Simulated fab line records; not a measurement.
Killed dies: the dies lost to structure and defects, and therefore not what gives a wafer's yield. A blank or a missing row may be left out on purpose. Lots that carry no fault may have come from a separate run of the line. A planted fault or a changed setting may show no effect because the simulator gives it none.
Chamber matching | flow n5 finfet | uv cure-02 running N5_BEOL_M6_CURE_74: 3 sister chambers
The step cures SiCOH lowk, time 240 s. 3 wafers are shown with their chamber, then 7 later ones without.

== EACH WAFER AND ITS CHAMBER ==
wafer  | chamber | wafer_temp_C_max
L088.6 | 1       | 388.4
L090.6 | 2       | 386.3
L095.5 | 0       | 386.5

== WAFERS WITH NO CHAMBER GIVEN ==
wafer  | wafer_temp_C_max
L095.6 | 386.3
L097.1 | 386.2
L097.2 | 385.8
L097.6 | 385.8
L097.3 | 386.0
L097.4 | 386.1
L097.5 | 386.0

== THE CHAMBER EACH PASSED THROUGH ==
wafer  | from the rows above     | in truth
L095.6 | can't be placed: 2 or 0 | 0
L097.1 | can't be placed: 2 or 0 | 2
L097.2 | can't be placed: 2 or 0 | 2
L097.6 | can't be placed: 2 or 0 | 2
L097.3 | can't be placed: 2 or 0 | 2
L097.4 | can't be placed: 2 or 0 | 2
L097.5 | can't be placed: 2 or 0 | 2
Correct placement for 0 of the 7. Not placeable from these rows: 7 (in 7, the candidates include the true chamber). Number placed wrongly: 0.
How it was worked out, from the rows above alone: a wafer's distance from a chamber is the root of the sum, over the readings, of the square of ((its reading less the chamber's mean) divided by the reading's scatter). If the next closest chamber is less than 2 further off than the closest, the wafer can't be placed; otherwise it belongs to the closest. Each chamber's mean is taken over the wafers shown for it. The scatter (one wafer shown for each chamber): square how far every hidden wafer sits from the nearest shown wafer, average those squares and take the square root.
